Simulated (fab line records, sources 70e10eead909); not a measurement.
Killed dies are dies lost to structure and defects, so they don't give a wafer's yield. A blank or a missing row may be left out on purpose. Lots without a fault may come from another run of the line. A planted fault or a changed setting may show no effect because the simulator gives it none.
A struck lot beside a sound one | flow nand_harc | 15 steps out of a route of 1302
Sound: wafers L673.1, L673.3, L673.4. Struck: wafers L680.2, L680.3, L680.5. The cause comes at the end.
At each step with rows: each side's tool, then ch and its chambers, then its first start. Under that, the readings that differ: sound wafers | struck wafers | difference of the means | sigmas: that difference in standard deviations of wafers without a fault.
alike: readings whose means differ by less than 2 such deviations, and words and numbers that are the same on both sides. not compared: withheld readings, readings that some wafer has no value for, bounds like >300 that may hide the same value, and numbers for which the record gives no deviation and whose values overlap.
The two part at a step that has a row with sigmas, a row that says differs or no value, or rows on one side only. Numbers that don't overlap but have no deviation are shown without sigmas and don't part them. A reading that every wafer of one side lacks parts them only if that side has two wafers or more.

first, 7 steps without rows for these wafers: NHARC_P_ZERO_WELL_HMDS_45 (time 30 s); NHARC_P_ZERO_WELL_COAT_46; NHARC_P_ZERO_WELL_SOFTBAKE_47 (time 95 s); NHARC_P_ZERO_WELL_EBR_48; NHARC_P_ZERO_WELL_EXPOSE_49 (exposes mask P HVPW, target cd 2000 nm); NHARC_P_ZERO_WELL_PEB_50 (peb time 85 s); NHARC_P_ZERO_WELL_DEVELOP_51 (time 70 s).
NHARC_P_ZERO_WELL_CD_MEAS_52: target cd 2000 nm.
  sound on cd_sem-01 ch 0, day 2 12:12; struck on cd_sem-03 ch 0, day 5 09:59
  alike: cd_nm
then, 1 step without rows for these wafers: NHARC_P_ZERO_WELL_HARDBAKE_53 (time 80 s).
NHARC_P_ZERO_WELL_DESCUM_54: chemistry O2, time 3 s.
  sound on rie_diel-01 ch 0,2,3, day 2 12:22; struck on rie_diel-01 ch 0,2,3, day 5 10:16
  alike: drypump_motor_current_A, oes_product_au, rf_vpp_V, showerhead_plenum_p_Torr, throttle_valve_pct
  not compared: rf_hours_counter_h
then, 2 steps without rows for these wafers: NHARC_P_ZERO_WELL_IMPLANT_55; NHARC_P_ZERO_WELL_IMPLANT_61.
NHARC_P_ZERO_WELL_STRIP_56: strips in SPM, time 840 s.
  sound on wet_bench-01 ch 2,3,6, day 2 12:53; struck on wet_bench-09 ch 0,5,6, day 5 10:47
  reading          | sound             | struck            | difference | sigmas
  run_length_s (s) | 841.9 844.6 842.7 | 172.5 170.8 171.8 | -671.4     | -99 or more
then, 1 step without rows for these wafers: NHARC_P_ZERO_WELL_PRECLEAN_68 (cleans in SC1, time 60 s).
-- the record jumps here: 22 days lie between the struck wafers' starts before and after (it left off in module P_ZERO_WELL and takes up again in module END, whose first step shown is number 1302 of the route) --
NHARC_END_SORT_01:
  sound on prober-02 ch 0, day 24 16:13; struck on prober-01 ch 0, day 27 10:02
  alike: killed_at_array, killed_at_other, killed_at_periphery, killed_dies, killed_open, killed_short

WHERE THEY PART
Only at NHARC_P_ZERO_WELL_STRIP_56, within this record. Later steps at which nothing parts them and some readings are alike: NHARC_END_SORT_01.

WHY: what the simulator had put in
Process parameter drift: wet_bench-09, from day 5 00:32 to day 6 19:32, at NHARC_P_ZERO_WELL_STRIP_56. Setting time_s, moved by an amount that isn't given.
